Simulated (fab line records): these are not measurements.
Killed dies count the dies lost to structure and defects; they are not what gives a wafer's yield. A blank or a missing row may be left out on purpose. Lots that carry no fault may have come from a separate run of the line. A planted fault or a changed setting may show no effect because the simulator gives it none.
fab line records	flow n5_finfet
record: lots: 10	wafers: 28	last_day: 16
route steps=1938 shown WELL_APT@55 BEOL_M4@1098 BEOL_M5@1113
lots with no fault: from the same line, run without faults
start_h: start of the lot's first displayed wafer, in hours after the record's first day	wait_h: how many hours have passed since the lot's step before this one	" identical to the entry in the row above	L1.1+2: a row that stands for several wafers	- no value present, or no start provided	* or withheld: withheld	< > ~ a bound
route shown NAME@n: a module of which the file shows steps, and the number in the route of the first	usual: mean and standard deviation over wafers with no fault	same: alike in all rows	chamber/n: place in a boat	sites: per-site readings	_std_site: how widely they spread, as a standard deviation	_edge_site: outer sites' mean less inner sites'	radius_mm: how far each site lies from the wafer's centre	mask NAME#n: copy n	behind: the most recent tool/chamber to have shaped the wafer	hold: why the lot went on hold/how many hours it stayed there/how the hold came to an end	device: transistor that didn't switch, given as n, p or np	end of line: the tests these same wafers got at the end of their route	a step without rows: its recipe alone	killed: not the wafer's yield, but the dies lost to structure and defects at the first sort	map: the dies of a wafer, with x for killed, . for not killed, _ for no die there
set.NAME: the run value of the setting; set.NAME@STEP: its run value at that earlier step	model.NAME: the simulator's own value behind a step, which no gauge read
the route's steps for a sample of lots (tables are steps, rows are wafers)
services: a tool's chamber out of use, with start hour (start_h, from the record's first day; less than 0 if before it), hours out, and reason
== steps ==
step: N5_WELL_APT_EPI_41
recipe: material: Si	target_thk_a: 500	temp_c: 650	precursor: SiH4/H2	pressure_torr: 20	time_s: 297.7
usual: throttle_valve_pct: 11.34/0.18
lot.wafer	tool	chamber	start_h	wait_h	throttle_valve_pct
L822.2	epi_rpcvd-03	0	22.57	0.2	11.46
L822.4	"	0	"	"	11.29
L822.6	"	0	"	"	11.19
L823.1	epi_rpcvd-02	0	28.35	0.0	11.24
L823.2	"	0	"	"	11.33
L823.4	"	0	"	"	11.42
L824.1	epi_rpcvd-03	0	34.15	0.0	11.34
L824.2	"	0	"	"	11.23
L824.5	"	0	"	"	11.01
L825.2	epi_rpcvd-03	0	40.08	0.2	11.46
L825.4	"	0	"	"	11.37
L825.6	"	0	"	"	11.70
L827.3	epi_rpcvd-03	0	52.94	0.3	11.24
L827.5	"	0	"	"	11.40
L827.6	"	0	"	"	11.35
L828.2	epi_rpcvd-03	0	58.32	0.2	11.26
L828.3	"	0	"	"	11.20
L828.4	"	0	"	"	11.49
L829.2	epi_rpcvd-03	0	64.25	0.2	11.19
L829.3	"	0	"	"	11.36
L830.1	epi_rpcvd-03	0	70.33	0.0	11.26
L830.2	"	0	"	"	11.20
L830.3	"	0	"	"	11.19
L832.1	epi_rpcvd-03	0	82.07	0.0	11.27
L832.5	"	0	"	"	11.12
L838.2	epi_rpcvd-01	0	118.06	0.2	11.19
L838.5	"	0	"	"	10.93
L838.6	"	0	"	"	11.33
step: N5_BEOL_M4_SPUTTER_94
recipe: material: Cu	target_thk_a: 45	temp_c: -20	chamber_pressure_pa: 0.07	power_w: withheld	time_s: 8.29
usual: throttle_valve_pct: 29.8/0.77
lot.wafer	tool	chamber	start_h	wait_h	throttle_valve_pct
L822.2	pvd_sputter-03	-	163.59	0.1	29.4
L822.4	"	-	"	"	29.0
L822.6	"	-	"	"	30.5
L823.1	pvd_sputter-03	-	174.35	0.1	29.5
L823.2	"	-	"	"	29.7
L823.4	"	-	"	"	29.0
L824.1	pvd_sputter-03	-	176.83	0.1	30.6
L824.2	"	-	"	"	29.4
L824.5	"	-	"	"	29.3
L825.2	pvd_sputter-03	-	187.27	0.1	29.2
L825.4	"	-	"	"	30.5
L825.6	"	-	"	"	30.3
L827.3	pvd_sputter-03	-	195.58	0.1	29.7
L827.5	"	-	"	"	29.0
L827.6	"	-	"	"	29.5
L828.2	pvd_sputter-01	-	206.42	0.1	30.2
L828.3	"	-	"	"	29.9
L828.4	"	-	"	"	30.8
L829.2	pvd_sputter-02	-	212.66	0.1	28.5
L829.3	"	-	"	"	30.0
L830.1	pvd_sputter-03	-	213.73	0.1	29.5
L830.2	"	-	"	"	29.0
L830.3	"	-	"	"	29.6
L832.1	pvd_sputter-02	-	234.14	0.1	28.4
L832.5	"	-	"	"	28.6
L838.2	pvd_sputter-02	-	277.55	0.1	28.8
L838.5	"	-	"	"	30.3
L838.6	"	-	"	"	29.3
step: N5_BEOL_M4_RC_MEAS_101
usual: CJ_N: 4.36/0.078	CJ_P: 5.77/0.14	DIBL_N: 35.7/1.3	DIBL_P: 35.4/1.8	IOFF_N: 0.152/0.027	IOFF_P: 0.20/0.034	ION_N: 672/9.8	ION_P: 461/7.5	RS_NWELL: 1036/7.2	RS_PWELL: 3013/23	SS_N: 71.4/0.55	SS_P: 73.1/0.61	VT_N: 251/3.3	VT_P: -251/3.6
lot.wafer	tool	chamber	start_h	wait_h	CJ_N	CJ_P	DIBL_N[mV/V]	DIBL_P[mV/V]	IOFF_N[nA/um]	IOFF_P[nA/um]	ION_N[uA/um]	ION_P[uA/um]	RS_NWELL[ohm/sq]	RS_PWELL[ohm/sq]	SS_N[mV/dec]	SS_P[mV/dec]	VT_N[mV]	VT_P[mV]
L822.2	prober-01	0	167.97	0.2	4.45	5.74	34.0	32.5	0.114	0.16	661	457	1036	3050	70.3	72.7	255	-255
L822.4	"	0	"	"	4.35	5.91	35.2	34.1	0.133	0.18	670	464	1041	3006	70.6	73.5	253	-251
L822.6	"	0	"	"	4.32	5.76	34.4	34.2	0.126	0.18	659	452	1030	3007	71.3	73.0	255	-250
L823.1	prober-01	0	179.12	0.0	4.49	5.77	38.6	38.5	0.217	0.30	674	468	1022	3013	72.4	74.4	248	-244
L823.2	"	0	"	"	4.50	5.72	34.7	32.9	0.139	0.21	671	463	1031	3035	71.0	72.9	251	-249
L823.4	"	0	"	"	4.42	5.75	34.8	34.2	0.144	0.22	673	460	1032	3056	71.6	73.5	251	-248
L824.1	prober-02	0	181.19	0.0	4.29	5.77	34.3	36.0	0.149	0.18	676	457	1031	3044	70.9	72.8	252	-255
L824.2	"	0	"	"	4.31	5.52	34.6	34.9	0.144	0.17	664	455	1037	3006	71.6	72.0	254	-253
L824.5	"	0	"	"	4.23	5.66	33.5	35.0	0.146	0.17	670	459	1032	3008	70.7	73.0	251	-252
L825.2	prober-01	0	191.24	0.2	4.35	5.83	35.8	36.2	0.162	0.18	676	452	1050	2998	71.3	73.1	253	-258
L825.4	"	0	"	"	4.41	5.73	36.4	37.6	0.186	0.19	688	469	1040	2977	71.3	73.7	246	-252
L825.6	"	0	"	"	4.37	5.95	36.6	37.3	0.188	0.19	673	453	1034	2981	72.3	73.8	251	-253
L827.3	prober-02	0	200.58	0.3	4.41	5.57	35.7	36.7	0.162	0.23	680	468	1042	3033	71.3	72.6	247	-247
L827.5	"	0	"	"	4.44	5.63	35.7	36.7	0.163	0.23	678	467	1029	3005	71.4	72.1	247	-248
L827.6	"	0	"	"	4.34	5.61	35.1	36.3	0.152	0.22	678	467	1036	3011	71.0	73.0	249	-247
L828.2	prober-02	0	209.83	0.2	4.29	5.68	36.0	36.9	0.162	0.21	676	465	1040	3021	72.1	73.2	247	-251
L828.3	"	0	"	"	4.37	5.71	35.9	36.5	0.157	0.20	682	459	1039	3013	71.7	72.6	248	-250
L828.4	"	0	"	"	4.39	5.60	35.6	35.6	0.153	0.20	674	462	1033	3013	71.3	73.1	248	-250
L829.2	prober-02	0	218.47	0.6	4.28	5.78	33.7	32.3	0.114	0.16	666	458	1037	2985	70.7	72.2	256	-253
L829.3	"	0	"	"	3.17	4.54	37.2	34.5	0.182	0.20	674	461	1014	2862	73.1	73.5	253	-247
L830.1	prober-02	0	219.25	0.4	3.18	4.73	37.8	35.1	0.178	0.20	676	460	1015	2846	73.0	73.6	250	-248
L830.2	"	0	"	"	4.29	5.80	37.6	35.7	0.154	0.21	669	459	1035	2995	71.6	73.0	250	-251
L830.3	"	0	"	"	3.03	4.83	38.6	36.7	0.190	0.23	679	460	1023	2869	73.0	73.3	252	-248
L832.1	prober-02	0	236.93	0.0	3.27	4.80	39.5	35.8	0.245	0.24	684	469	1014	2866	72.7	73.2	244	-247
L832.5	"	0	"	"	4.37	5.94	36.1	34.5	0.168	0.21	684	468	1016	3028	70.3	73.2	244	-248
L838.2	prober-01	0	279.11	0.2	4.42	6.09	34.7	33.2	0.143	0.19	674	463	1047	3022	72.2	73.0	252	-249
L838.5	"	0	"	"	4.41	6.09	33.4	31.7	0.122	0.17	666	462	1046	3038	71.8	73.3	254	-251
L838.6	"	0	"	"	4.44	5.95	35.4	35.0	0.164	0.21	676	469	1047	3031	72.1	73.5	252	-249
step: N5_BEOL_M5_CURE_79
recipe: temp_c: 385	time_s: 240	ambient: He/Ar	material: SiCOH_lowk
usual: lamp_power_pct: 52.31/0.052	wafer_temp_C_max: 386.8/0.61
lot.wafer	tool	chamber	start_h	wait_h	lamp_power_pct	wafer_temp_C_max
L822.2	uv_cure-01	1	168.92	0.1	52.29	388.6
L822.4	"	1	"	"	52.25	387.5
L822.6	"	1	"	"	52.35	387.2
L823.1	uv_cure-01	0	180.15	0.0	52.26	386.7
L823.2	"	0	"	"	52.31	386.8
L823.4	"	0	"	"	52.24	386.7
L824.1	uv_cure-03	2	182.22	0.1	52.27	386.7
L824.2	"	2	"	"	52.35	386.5
L824.5	"	2	"	"	52.33	386.6
L825.2	uv_cure-02	0	192.19	0.1	52.31	387.4
L825.4	"	0	"	"	52.29	387.6
L825.6	"	0	"	"	52.33	387.7
L827.3	uv_cure-02	2	201.45	0.2	52.34	386.2
L827.5	"	2	"	"	52.28	386.0
L827.6	"	2	"	"	52.26	386.6
L828.2	uv_cure-02	0	210.77	0.1	52.39	388.3
L828.3	"	0	"	"	52.30	387.0
L828.4	"	0	"	"	52.30	386.8
L829.2	uv_cure-01	1	219.44	0.1	52.31	387.3
L829.3	"	1	"	"	52.33	387.3
L830.1	uv_cure-02	0	220.28	0.0	52.26	387.1
L830.2	"	0	"	"	52.31	387.3
L830.3	"	0	"	"	52.32	387.2
L832.1	uv_cure-03	2	237.96	0.0	52.32	386.5
L832.5	"	2	"	"	52.35	386.6
L838.2	uv_cure-03	2	280.06	0.1	52.27	386.0
L838.5	"	2	"	"	52.23	385.9
L838.6	"	2	"	"	52.37	386.1
step: N5_BEOL_M5_THK_MEAS_01
recipe: reads: SiCOH_lowk_of_BEOL_M5_ILD_DEP_00
usual: M5_ILD_THK: 121.3/1.6
lot.wafer	tool	chamber	start_h	wait_h	M5_ILD_THK[nm]
L822.2	film_metro-01	-	169.35	0.4	120.1
L822.4	"	-	"	"	121.6
L822.6	"	-	"	"	120.2
L823.1	film_metro-02	-	181.14	0.8	121.2
L823.2	"	-	"	"	121.5
L823.4	"	-	"	"	121.7
L824.1	film_metro-01	-	182.73	0.4	121.9
L824.2	"	-	"	"	120.3
L824.5	"	-	"	"	123.2
L825.2	film_metro-01	-	192.62	0.4	120.4
L825.4	"	-	"	"	123.2
L825.6	"	-	"	"	121.1
L827.3	film_metro-02	-	201.80	0.3	123.6
L827.5	"	-	"	"	124.4
L827.6	"	-	"	"	123.4
L828.2	film_metro-01	-	211.22	0.4	122.0
L828.3	"	-	"	"	121.5
L828.4	"	-	"	"	123.8
L829.2	film_metro-01	-	219.87	0.4	118.4
L829.3	"	-	"	"	121.1
L830.1	film_metro-01	-	220.79	0.4	119.1
L830.2	"	-	"	"	119.6
L830.3	"	-	"	"	118.6
L832.1	film_metro-02	-	238.47	0.4	120.6
L832.5	"	-	"	"	122.2
L838.2	film_metro-01	-	280.49	0.4	121.0
L838.5	"	-	"	"	121.6
L838.6	"	-	"	"	122.3
== services ==
tool	chamber	start_h	hours	kind
epi_rpcvd-02	-	25.53	1.9	repair
pvd_sputter-01	-	32.34	1.4	repair
uv_cure-01	-	33.95	0.5	repair
epi_rpcvd-01	-	34.75	18.9	pm
uv_cure-02	-	45.79	0.5	repair
epi_rpcvd-01	-	58.43	0.9	repair
epi_rpcvd-02	-	67.37	0.4	repair
uv_cure-01	-	73.98	1.0	pm
epi_rpcvd-01	-	77.88	2.8	pm
uv_cure-02	-	82.46	0.3	repair
uv_cure-01	-	98.96	6.0	pm
uv_cure-02	-	102.00	0.6	repair
epi_rpcvd-02	-	111.95	1.8	repair
uv_cure-01	-	137.86	0.7	repair
uv_cure-03	-	138.38	5.0	pm
uv_cure-03	-	147.19	2.8	pm
uv_cure-01	-	149.12	14.6	pm
uv_cure-01	-	165.51	1.1	repair
uv_cure-02	-	180.53	7.5	pm
uv_cure-01	-	208.05	2.8	pm
epi_rpcvd-02	-	222.26	2.6	repair
epi_rpcvd-02	-	245.76	14.6	pm
epi_rpcvd-02	-	280.07	1.0	repair
== key ==
first_sign: step: N5_BEOL_M4_RC_MEAS_101	reading: CJ_N	direction: down	sigmas: 15	usual: 4.36	struck: 3.16
effect: step: N5_BEOL_M4_RC_MEAS_101	reading: CJ_P	direction: down	sigmas: 7.4	usual: 5.77	struck: 4.72
effect: step: N5_BEOL_M4_RC_MEAS_101	reading: RS_PWELL	direction: down	sigmas: 6.8	usual: 3013	struck: 2860
effect: step: N5_BEOL_M4_RC_MEAS_101	reading: SS_N	direction: up	sigmas: 2.8	usual: 71.4	struck: 72.9	wafers_moved: 3
effect: step: N5_BEOL_M4_RC_MEAS_101	reading: RS_NWELL	direction: down	sigmas: 2.8	usual: 1036	struck: 1016
effect: step: N5_BEOL_M4_RC_MEAS_101	reading: DIBL_N	direction: up	sigmas: 2	usual: 35.7	struck: 38.3
effect: step: N5_BEOL_M4_RC_MEAS_101	reading: IOFF_N	direction: up	sigmas: 1.8	usual: 0.152	struck: 0.199	wafers_moved: 1
met_at N5_WELL_APT_EPI_41
struck_lots L829,L830,L832
struck_wafers L829.3,L830.1,L830.3,L832.1
not_acting_at N5_BEOL_M4_SPUTTER_94,N5_BEOL_M5_CURE_79,N5_BEOL_M5_THK_MEAS_01
onset_between 58.32 64.25
fault: kind: process_parameter_drift	tool: epi_rpcvd-03	chamber: -	onset_h: 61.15	steps: N5_WELL_APT_EPI_41	channel: target_thk_a	offset: *	shape: step	end_h: 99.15	scope: struck_wafers_only	acts_in: *	stated: *
